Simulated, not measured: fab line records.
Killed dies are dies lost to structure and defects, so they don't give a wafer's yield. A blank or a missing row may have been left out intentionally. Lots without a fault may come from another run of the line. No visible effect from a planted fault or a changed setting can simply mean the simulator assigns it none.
The same fault as seen by 2 desks -- flow n5_finfet -- only its own numbers are on each desk; what lay behind them is given at the end

== AT THE TOOL OWNER'S DESK: rie_diel-01 ==
The tool's own readings at N5_BEOL_M3_VIA_ETCH_34 (etches the open film in C4F6/O2, target depth 69.4 nm, time 65.9 s): means of the sampled wafers that have a number, for each lot that ran on this tool. If a lot's mean is further than 4 standard deviations from the usual mean, the lot is out of limits and carries the mark OUT (the distance appears in the brackets). 7 of its 9 readings are shown: the first one out of limits and those lying furthest out on some lot.
Columns: A = drypump_motor_current_A at N5_BEOL_M3_VIA_ETCH_34, usual 5.7 A; B = oes_o_777_au at N5_BEOL_M3_VIA_ETCH_34, usual 0.77 a.u.; C = oes_product_au at N5_BEOL_M3_VIA_ETCH_34, usual 0.76 a.u.; D = rf_vpp_V at N5_BEOL_M3_VIA_ETCH_34, usual 666 V; E = run_length_s at N5_BEOL_M3_VIA_ETCH_34, usual 88.9 s; F = showerhead_plenum_p_Torr at N5_BEOL_M3_VIA_ETCH_34, usual 2.82 Torr; G = throttle_valve_pct at N5_BEOL_M3_VIA_ETCH_34, usual 30.8 %
lot,first seen here,A,B,C,D,E,F,G
L154,day 8 06:04,5.8,0.75,0.74,675,89.0,2.79,30.7
L155,day 8 17:47,5.6,0.74,0.72,655,89.4,2.84,31.0
L162,day 10 16:35,5.7,0.73,0.73,669,86.3 (-6.3) OUT,2.80,30.8
L166,day 11 06:12,5.9,0.72,0.73,687,86.1 (-6.7) OUT,2.74,30.6
This desk finds L162, L166 out of limits, L162 being first, at day 10 16:35 (run_length_s at N5_BEOL_M3_VIA_ETCH_34). L154, L155: within limits.

== AT THE METROLOGY DESK ==
Lot by lot, what the gauges showed, no matter which tool ran the lot: averages of those sampled wafers that carry a number. If a lot's mean is further than 4 standard deviations from the usual mean, the lot is out of limits and carries the mark OUT (the distance appears in the brackets). Of its 10 readings 7 are shown: those that lie furthest out on some lot.
Columns: A = DIBL_N at N5_BEOL_M4_RC_MEAS_101, usual 37.5 mV/V; B = ION_N at N5_BEOL_M4_RC_MEAS_101, usual 677 uA/um; C = ION_P at N5_BEOL_M4_RC_MEAS_101, usual 464 uA/um; D = SS_N at N5_BEOL_M4_RC_MEAS_101, usual 72.0 mV/dec; E = SS_P at N5_BEOL_M4_RC_MEAS_101, usual 73.6 mV/dec; F = VT_N at N5_BEOL_M4_RC_MEAS_101, usual 249 mV; G = VT_P at N5_BEOL_M4_RC_MEAS_101, usual -249 mV
lot,first seen here,A,B,C,D,E,F,G
L150,day 8 02:11,37.5,679,462,72.8,74.4,249,-250
L152,day 8 13:19,37.2,664,453,72.4,74.1,250,-253
L154,day 9 03:02,35.7,680,464,72.1,73.6,249,-251
L155,day 9 10:41,37.1,671,465,71.7,74.1,249,-248
L157,day 10 00:06,38.7,676,464,72.0,73.6,250,-246
L161,day 11 04:28,37.2,676,464,71.2,73.1,250,-248
L162,day 11 07:12,37.7,673,455,72.1,73.8,249,-252
L166,day 12 02:47,36.2,674,466,72.0,73.5,250,-249
L167,day 12 09:40,39.4,670,462,71.8,73.7,247,-247
L171,day 13 17:25,37.8,684,465,72.2,74.1,245,-251
This desk found nothing out of limits on any of the 10 lots.

== TAKEN TOGETHER ==
The tool owner's desk could have raised an alarm at day 10 16:35, on L162, L166.
From the metrology desk's view, nothing was out of limits.
The metrology desk has L162, L166 on record, within its limits.
All the named lots went through N5_BEOL_M3_VIA_ETCH_34 on rie_diel-01.

== WHAT THE SIMULATOR HAD INSERTED ==
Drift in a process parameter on rie_diel-01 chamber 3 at N5_BEOL_M3_VIA_ETCH_34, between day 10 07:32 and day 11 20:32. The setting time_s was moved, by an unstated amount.
Lots struck among those shown: L162, L166.
Hours from the fault's start to each desk's first reading out of limits: the tool owner's desk, 9.
